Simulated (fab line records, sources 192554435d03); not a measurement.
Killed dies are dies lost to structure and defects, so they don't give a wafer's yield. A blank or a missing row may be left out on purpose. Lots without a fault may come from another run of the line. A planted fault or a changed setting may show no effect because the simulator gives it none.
fab line records | flow n5_finfet
record lots=9 wafers=25 last_day=17
route steps=1938 shown BEOL_M9@1439 PASSIVATION@1936
lots that met no fault: from a run of the same line without faults
start_h: hours from the record's first day to the start of the lot's first wafer shown | wait_h: hours since the lot's step before | " the same as in the row above | L1.1+2: a row that stands for several wafers | - no value, or no start given | * or withheld: withheld | < > ~ a bound
route shown NAME@n: a module of which the file shows steps, and the number in the route of the first | usual: mean/standard deviation of fault-free wafers | same: alike in all rows | chamber/n: place in a boat | sites: the reading at each site | _std_site: their standard deviation | _edge_site: outer sites' mean less inner sites' | radius_mm: how far each site lies from the wafer's centre | mask NAME#n: copy n | behind: the tool/chamber that last shaped the wafer | hold: why the lot was held/for how many hours/how that ended | device: the transistor (n, p or np) that didn't switch | end of line: the same wafers' tests at the end of the route | a step without rows: its recipe alone | killed: dies lost to structure and defects at the first sort, not the wafer's yield | map: a wafer's dies, x killed, . not, _ none there
set.NAME: the setting as run; set.NAME@STEP: as run at that earlier step | model.NAME: the simulator's own value behind a step, which no gauge read
steps of the route over a sample of lots; a table a step, a row a wafer
services: from which hour (start_h, from the record's first day; less than 0 if before it) a tool's chamber was out of use, for how many hours, and why
## steps
# step N5_BEOL_M9_ETCH_65
# recipe chemistry=CF4 target=SiARC target_depth_a=156 mask_material=CAR-EUV time_s=26 ion_energy_ev=80 pressure_mtorr=40 source_w=545 bias_w=36 Ar_flow_sccm=100 cf4_flow_sccm=100 ends=cleared
# usual bias_w=35.98/0.1 chamber_pressure_mTorr=40.00/0.041 drypump_motor_current_A=5.8/0.58 etch_rf_on_time_s=26.1/0.46 oes_product_au=0.67/0.073 rf_vpp_V=183.8/1.1 showerhead_plenum_p_Torr=2.12/0.065 throttle_valve_pct=15.50/0.26
# columns lot.wafer tool chamber start_h wait_h bias_w chamber_pressure_mTorr drypump_motor_current_A etch_rf_on_time_s oes_product_au rf_hours_counter_h rf_vpp_V showerhead_plenum_p_Torr throttle_valve_pct
L323.1 rie_diel-02 1 240.61 0.0 36.22 40.00 6.5 27.0 0.57 220 184.7 2.19 15.86
L323.2 " 2 " " 36.02 39.98 4.7 25.7 0.78 20 183.9 2.20 15.48
L323.6 " 1 " " 36.15 40.01 6.6 26.7 0.58 - 185.7 2.19 15.85
L324.3 rie_diel-04 2 240.78 0.0 36.01 39.98 5.1 26.5 0.62 166 183.9 2.13 15.28
L324.5 " 1 " " 35.97 39.94 5.3 26.1 0.70 - 183.8 2.07 15.24
L324.6 " 0 " " 36.13 40.02 5.9 26.3 0.62 - 181.4 1.97 15.62
L327.1 rie_diel-04 2 246.37 0.0 36.05 40.00 5.2 26.6 0.63 168 184.1 2.13 15.28
L327.4 " 3 " " 35.95 39.96 6.2 25.9 0.61 223 185.2 2.12 15.67
L327.5 " 1 " " 35.99 39.93 5.3 25.8 0.69 - 183.7 2.07 15.25
L331.2 rie_diel-04 1 275.28 0.0 35.98 40.06 5.3 26.0 0.69 112 182.7 2.06 15.26
L331.4 " 3 " " 36.01 40.01 6.2 26.2 0.60 231 183.2 2.12 15.68
L331.6 " 2 " " 35.96 39.99 5.2 26.7 0.62 - 182.0 2.13 15.29
L336.2 rie_diel-03 0 308.75 0.0 35.97 40.02 5.1 25.9 0.79 10 183.1 2.12 15.55
L336.3 " 3 " " 36.13 40.04 5.8 26.0 0.64 132 186.3 2.15 15.44
L336.6 " 1 " " 36.07 39.96 6.3 25.8 0.80 - 185.8 2.19 14.99
L340.2 rie_diel-04 2 319.68 0.0 35.97 39.92 5.2 26.9 0.61 189 183.4 2.12 15.34
L340.4 " 1 " " 36.12 39.98 5.3 26.2 0.68 - 183.9 2.06 15.27
L340.5 " 3 " " 36.15 40.04 6.2 25.8 0.60 - 181.8 2.12 15.70
L337.1 rie_diel-04 2 322.13 0.0 36.03 39.96 5.1 27.0 0.60 190 184.7 2.12 15.33
L337.4 " 1 " " 35.94 39.98 5.3 26.4 0.67 - 182.8 2.06 15.29
L343.4 rie_diel-03 1 347.55 0.0 35.78 39.96 6.3 25.4 0.76 - 185.1 2.18 15.02
L343.5 " 3 " " 35.97 40.09 5.8 26.0 0.63 - 185.3 2.14 15.46
L343.6 " 0 " " 35.93 40.06 5.1 25.5 0.79 - 183.7 2.12 15.56
L344.5 rie_diel-04 1 360.33 0.0 35.95 39.94 5.3 26.2 0.66 - 182.7 2.05 15.31
L344.6 " 2 " " 35.83 40.03 5.2 26.6 0.60 - 183.2 2.12 15.36
# step N5_BEOL_M9_ETCH_66
# recipe chemistry=N2/H2 target=SOC target_depth_a=800 overetch_a=160 mask_material=SiARC temp_c=40 time_s=120 ion_energy_ev=200 pressure_mtorr=30 source_w=840 bias_w=150 n2_flow_sccm=200 h2_flow_sccm=200
# usual bias_w=150.0/0.42 chamber_pressure_mTorr=29.998/0.027 drypump_motor_current_A=5.8/0.58 oes_product_au=0.60/0.062 rf_vpp_V=523.1/2.2 run_length_s=143.3/0.47 showerhead_plenum_p_Torr=2.51/0.079 throttle_valve_pct=17.71/0.27
# columns lot.wafer tool chamber start_h wait_h bias_w chamber_pressure_mTorr drypump_motor_current_A oes_product_au rf_hours_counter_h rf_vpp_V run_length_s showerhead_plenum_p_Torr throttle_valve_pct
L323.1 rie_diel-02 1 240.64 0.0 150.3 29.988 6.6 0.53 220 525.9 143.2 2.63 18.14
L323.2 " 2 " " 149.8 30.059 4.7 0.70 20 525.9 142.9 2.59 17.62
L323.6 " 1 " " 150.0 30.009 6.6 0.53 - 525.3 143.1 2.63 18.13
L324.3 rie_diel-04 2 240.80 0.0 149.6 29.969 5.2 0.57 166 522.9 142.8 2.53 17.53
L324.5 " 1 " " 150.4 29.995 5.3 0.62 - 522.9 143.4 2.46 17.58
L324.6 " 0 " " 149.8 30.037 5.9 0.57 - 519.3 144.3 2.36 17.88
L327.1 rie_diel-04 2 246.40 0.0 150.0 30.016 5.2 0.57 168 521.5 142.8 2.53 17.54
L327.4 " 3 " " 150.6 30.005 6.2 0.54 223 524.6 142.9 2.50 17.77
L327.5 " 1 " " 149.7 29.983 5.3 0.62 - 522.4 143.4 2.46 17.55
L331.2 rie_diel-04 1 275.31 0.0 149.8 30.048 5.3 0.61 112 520.0 143.5 2.45 17.57
L331.4 " 3 " " 149.5 29.966 6.2 0.54 231 523.6 143.2 2.50 17.79
L331.6 " 2 " " 150.6 29.960 5.2 0.56 - 523.3 142.7 2.53 17.56
L336.2 rie_diel-03 0 308.78 0.0 150.1 29.991 5.1 0.72 10 523.5 143.3 2.49 17.72
L336.3 " 3 " " 149.8 29.984 5.8 0.58 132 523.9 142.7 2.56 17.77
L336.6 " 1 " " 149.7 30.037 6.3 0.70 - 524.4 142.7 2.60 17.21
L340.2 rie_diel-04 2 319.71 0.0 150.3 30.007 5.2 0.56 189 524.2 142.9 2.52 17.57
L340.4 " 1 " " 149.9 30.026 5.3 0.61 - 522.8 143.7 2.45 17.61
L340.5 " 3 " " 149.0 29.997 6.3 0.54 - 522.7 143.2 2.49 17.80
L337.1 rie_diel-04 2 322.15 0.0 150.3 29.966 5.2 0.54 190 521.6 150.0 2.52 17.59
L337.4 " 1 " " 150.2 30.023 5.3 0.60 - 521.0 143.3 2.45 17.59
L343.4 rie_diel-03 1 347.60 0.0 151.0 29.993 6.3 0.67 - 526.3 142.5 2.60 17.23
L343.5 " 3 " " 150.1 30.033 5.8 0.56 - 524.0 143.6 2.56 17.79
L343.6 " 0 " " 150.1 30.008 5.1 0.69 - 522.8 143.1 2.48 17.73
L344.5 rie_diel-04 1 360.38 0.0 150.3 30.026 5.3 0.58 - 521.9 150.2 2.44 17.62
L344.6 " 2 " " 149.9 29.999 5.2 0.55 - 523.7 142.6 2.51 17.60
# step N5_BEOL_M9_ETCH_41
# recipe chemistry=CH3F/O2 target=SiCN target_depth_a=366 taper_deg=2 time_s=70.1 ion_energy_ev=120 mask_material=TiN pressure_mtorr=30 source_w=395 bias_w=75 Ar_flow_sccm=150 CH3F_flow_sccm=30 O2_flow_sccm=20
# usual bias_w=75.01/0.21 chamber_pressure_mTorr=29.997/0.027 drypump_motor_current_A=5.8/0.58 oes_product_au=0.78/0.086 rf_vpp_V=297.0/1.5 run_length_s=93.4/0.49 showerhead_plenum_p_Torr=1.98/0.064 throttle_valve_pct=16.20/0.26
# same time_s=70.1
# columns lot.wafer tool chamber start_h wait_h bias_w chamber_pressure_mTorr drypump_motor_current_A oes_product_au rf_hours_counter_h rf_vpp_V run_length_s showerhead_plenum_p_Torr throttle_valve_pct
L323.1 rie_diel-02 1 - - 74.99 30.003 6.6 0.68 220 298.5 93.5 2.05 16.51
L323.2 " 2 " " 75.46 29.947 4.6 0.90 20 298.7 93.0 2.06 16.24
L323.6 " 1 " " 75.19 29.960 6.6 0.68 - 298.0 93.4 2.05 16.51
L324.3 rie_diel-04 2 - - 74.92 30.054 5.2 0.72 167 297.7 92.7 2.00 16.01
L324.5 " 1 " " 74.64 30.051 5.3 0.80 - 294.7 93.6 1.92 15.93
L324.6 " 0 " " 74.77 30.012 5.9 0.73 - 294.0 94.0 1.83 16.29
L327.1 rie_diel-04 2 - - 75.16 30.042 5.1 0.72 168 297.7 93.0 2.00 16.01
L327.4 " 3 " " 75.34 30.024 6.2 0.71 223 298.9 93.3 1.98 16.35
L327.5 " 1 " " 75.10 29.968 5.3 0.81 - 296.9 93.4 1.92 15.91
L331.2 rie_diel-04 1 - - 74.92 30.024 5.3 0.80 112 297.6 94.1 1.92 15.92
L331.4 " 3 " " 75.19 30.011 6.3 0.70 231 295.3 93.5 1.98 16.37
L331.6 " 2 " " 74.64 30.000 5.1 0.72 - 296.5 92.9 1.99 16.01
L336.2 rie_diel-03 0 - - 74.76 29.953 5.1 0.93 10 297.1 93.7 1.98 16.29
L336.3 " 3 " " 75.04 30.010 5.8 0.75 132 298.0 93.3 2.00 16.13
L336.6 " 1 " " 74.84 29.978 6.3 0.93 - 297.7 92.7 2.04 15.70
L340.2 rie_diel-04 2 - - 74.68 30.020 5.2 0.71 189 296.7 93.3 1.99 16.06
L340.4 " 1 " " 75.00 30.010 5.3 0.79 - 295.4 93.3 1.92 15.97
L340.5 " 3 " " 75.14 30.003 6.2 0.70 - 296.3 93.1 1.97 16.40
L337.1 rie_diel-04 2 - - 75.25 30.034 5.2 0.71 190 296.7 93.1 1.99 16.06
L337.4 " 1 " " 74.81 29.967 5.3 0.79 - 296.1 94.0 1.92 15.96
L343.4 rie_diel-03 1 - - 74.87 29.960 6.3 0.89 - 299.3 92.8 2.04 15.74
L343.5 " 3 " " 75.19 29.922 5.8 0.74 - 296.5 92.8 2.00 16.19
L343.6 " 0 " " 75.03 30.015 5.1 0.92 - 296.5 93.8 1.98 16.32
L344.5 rie_diel-04 1 - - 74.98 30.031 5.3 0.77 - 296.9 93.5 1.91 15.98
L344.6 " 2 " " 74.90 29.983 5.2 0.71 - 297.4 93.1 1.98 16.08
# step N5_BEOL_M9_PRE_CLEAN_45
# recipe gas=H2/He time_s=30 temp_c=250
# usual heater_power_w=333/23
# same time_s=30
# columns lot.wafer tool chamber start_h wait_h heater_power_w
L323.1 pvd_sputter-02 - 241.67 0.0 339
L323.2 " - " " 330
L323.6 " - " " 342
L324.3 pvd_sputter-02 - 241.75 0.0 339
L324.5 " - " " 334
L324.6 " - " " 370
L327.1 pvd_sputter-01 - 247.73 0.0 324
L327.4 " - " " 318
L327.5 " - " " 318
L331.2 pvd_sputter-01 - 276.43 0.0 322
L331.4 " - " " 309
L331.6 " - " " 316
L336.2 pvd_sputter-01 - 310.16 0.0 315
L336.3 " - " " 350
L336.6 " - " " 338
L340.2 pvd_sputter-02 - 321.08 0.0 368
L340.4 " - " " 315
L340.5 " - " " 377
L337.1 pvd_sputter-02 - 323.27 0.0 344
L337.4 " - " " 337
L343.4 pvd_sputter-03 - 348.55 0.0 301
L343.5 " - " " 296
L343.6 " - " " 319
L344.5 pvd_sputter-01 - 361.33 0.0 308
L344.6 " - " " 349
# step N5_PASSIVATION_PROBE_49
# usual defect_limited_yield=91.4/1.4 killed_at_M0_to_M3=33/11 killed_at_M4_up=13/5.3 killed_at_contacts=13/6.1 killed_at_front_end=40/11 killed_at_other=2.9/2.7 killed_dies=102/17 killed_open=68/13 killed_short=32/7.5 sort_bin_4_leakage=0.00/0.022 sort_bin_5_function=5.1/0.98 sort_bin_6_memory=3.2/0.69 sort_n_pass=1077/21 sort_yield_pct=91.3/1.7
# same gross_dies=1180 killed_at_back_side=0 sort_bin_8_speed[%]=0
# columns lot.wafer tool chamber start_h wait_h defect_limited_yield[%] killed_at_M0_to_M3 killed_at_M4_up killed_at_contacts killed_at_front_end killed_at_other killed_dies killed_open killed_short sort_bin_4_leakage[%] sort_bin_5_function[%] sort_bin_6_memory[%] sort_n_pass sort_yield_pct[%]
L323.1 prober-02 - 309.07 0.0 89.7 41 23 18 37 3 122 86 33 0 5.9 4.2 1058 89.7
L323.2 prober-02 - 309.12 0.1 89.1 43 15 17 52 2 129 97 26 0 6.4 4.0 1051 89.1
L323.6 prober-02 - 309.32 0.3 91.0 30 15 13 37 11 106 76 28 0 5.3 3.4 1074 91.0
L336.2 prober-01 - 378.43 0.1 93.6 30 7 7 30 1 75 56 19 0 3.5 2.7 1105 93.6
L336.3 prober-01 - 378.48 0.1 90.9 54 4 6 42 1 107 67 38 0 5.6 2.7 1073 90.9
L336.6 prober-01 - 378.63 0.3 92.8 27 4 15 39 0 85 58 21 0 3.6 3.0 1095 92.8
L340.2 prober-02 - 395.53 0.1 90.7 21 16 8 60 5 110 68 42 0 4.8 4.2 1070 90.7
L340.4 prober-02 - 395.63 0.2 90.3 22 11 23 58 1 115 70 42 0 5.8 3.4 1065 90.3
L340.5 prober-02 - 395.68 0.2 91.3 20 13 11 56 3 103 66 37 0 5.5 3.0 1077 91.3
# killed by level:class
L323.1 BEOL_M4:geometric_particle:open=16 MOL_CONTACT_COAG:geometric_particle:open=13 DUMMY_GATE:geometric_particle:open=12 BEOL_M0_SAQP:geometric_particle:short=11 BEOL_M3:geometric_particle:open=9 BEOL_M0_SAQP:geometric_particle:open=7 GATE_CUT:geometric_particle:short=6 STARTING-WAFER:geometric_particle:open=6
L323.2 STI_FIN_REVEAL:geometric_particle:open=14 MOL_CONTACT_COAG:geometric_particle:open=14 BEOL_M1:geometric_particle:open=12 BEOL_M0_SAQP:geometric_particle:open=11 BEOL_M4:geometric_particle:open=10 DUMMY_GATE:geometric_particle:open=9 BEOL_M2:geometric_particle:open=6 STARTING-WAFER:geometric_particle:open=6
L323.6 BEOL_M1:geometric_particle:open=10 BEOL_M4:geometric_particle:open=10 STI_FIN_REVEAL:geometric_particle:open=9 DUMMY_GATE:geometric_particle:open=9 MOL_CONTACT_COAG:geometric_particle:open=9 FIN_SAQP:geometric_particle:open=6 BEOL_M0_SAQP:geometric_particle:open=6 PASS1_CAP:geometric_particle:short=5
L336.2 FIN_SAQP:geometric_particle:open=12 BEOL_M0_SAQP:geometric_particle:open=7 MOL_CONTACT_COAG:geometric_particle:open=6 BEOL_M0_SAQP:geometric_particle:short=6 FIN_SAQP:geometric_particle:short=5 BEOL_M2:geometric_particle:open=5 BEOL_M4:geometric_particle:open=5 STI_FIN_REVEAL:geometric_particle:open=4
L336.3 BEOL_M0_SAQP:geometric_particle:open=15 BEOL_M0_SAQP:geometric_particle:short=14 FIN_SAQP:geometric_particle:open=13 BEOL_M2:geometric_particle:open=10 FIN_SAQP:geometric_particle:short=6 MOL_CONTACT_COAG:geometric_particle:open=6 BEOL_M2:geometric_particle:short=6 GATE_CUT:geometric_particle:short=5
L336.6 MOL_CONTACT_COAG:geometric_particle:open=11 FIN_SAQP:geometric_particle:open=10 BEOL_M3:geometric_particle:open=10 DUMMY_GATE:geometric_particle:open=6 HKMG_FIN:area_etch=6 BEOL_M0_SAQP:geometric_particle:short=5 BEOL_M0_SAQP:geometric_particle:open=5 MOL_CONTACT_COAG:geometric_particle:short=4
L340.2 FIN_SAQP:geometric_particle:open=14 FIN_SAQP:geometric_particle:short=11 STI_FIN_REVEAL:geometric_particle:open=11 GATE_CUT:geometric_particle:short=9 BEOL_M4:geometric_particle:open=7 MOL_CONTACT_COAG:geometric_particle:open=5 BEOL_M0_SAQP:geometric_particle:open=5 BEOL_M0_SAQP:geometric_particle:short=4
L340.4 FIN_SAQP:geometric_particle:open=23 MOL_CONTACT_COAG:geometric_particle:open=17 FIN_SAQP:geometric_particle:short=12 BEOL_M0_SAQP:geometric_particle:short=7 STI_FIN_REVEAL:geometric_particle:open=5 BEOL_M0_SAQP:geometric_particle:open=5 MOL_CONTACT_COAG:geometric_particle:short=4 ILD0:geometric_particle:short=4
L340.5 STI_FIN_REVEAL:geometric_particle:open=14 FIN_SAQP:geometric_particle:short=14 FIN_SAQP:geometric_particle:open=10 MOL_CONTACT_COAG:geometric_particle:open=9 BEOL_M4:geometric_particle:open=9 GATE_CUT:geometric_particle:short=7 BEOL_M1:geometric_particle:open=6 BEOL_M0_SAQP:geometric_particle:short=5
## services
# columns tool chamber start_h hours kind
rie_diel-02 0 238.33 5.8 repair
rie_diel-03 0 241.10 - clean
rie_diel-03 0 241.10 - consumable_replace:focus_ring
rie_diel-03 0 241.10 13.3 scheduled_down
rie_diel-03 0 241.10 13.3 vent_cycle
rie_diel-03 1 264.73 - clean
rie_diel-03 1 264.73 - consumable_replace:focus_ring
rie_diel-03 1 264.73 16.1 scheduled_down
rie_diel-03 1 264.73 16.1 vent_cycle
rie_diel-03 - 271.55 14.6 pm
rie_diel-02 0 274.53 - clean
rie_diel-02 0 274.53 - consumable_replace:focus_ring
rie_diel-02 0 274.53 14.8 scheduled_down
rie_diel-03 0 318.78 21.1 repair
rie_diel-04 0 319.25 5.6 repair
rie_diel-04 3 338.66 - clean
rie_diel-04 3 338.66 - consumable_replace:focus_ring
rie_diel-04 3 338.66 15.6 scheduled_down
rie_diel-04 3 338.66 15.6 vent_cycle
rie_diel-03 2 339.96 - clean
rie_diel-03 2 339.96 - consumable_replace:focus_ring
rie_diel-03 2 339.96 16.9 scheduled_down
rie_diel-03 2 339.96 16.9 vent_cycle
pvd_sputter-02 - 357.48 4.6 repair
## key
first_sign step=N5_BEOL_M9_ETCH_66 reading=run_length_s direction=up sigmas=14 usual=* struck=*
effect none on later readings
met_at N5_BEOL_M9_ETCH_66
struck_lots L337,L344
struck_wafers L337.1,L344.5
not_acting_at N5_BEOL_M9_ETCH_65,N5_BEOL_M9_ETCH_41,N5_BEOL_M9_PRE_CLEAN_45
onset_between 319.71 322.15
fault kind=process_parameter_drift tool=rie_diel-04 chamber=- onset_h=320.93 steps=N5_BEOL_M9_ETCH_66 channel=time_s offset=* shape=step end_h=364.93 scope=struck_wafers_only acts_in=* stated=*
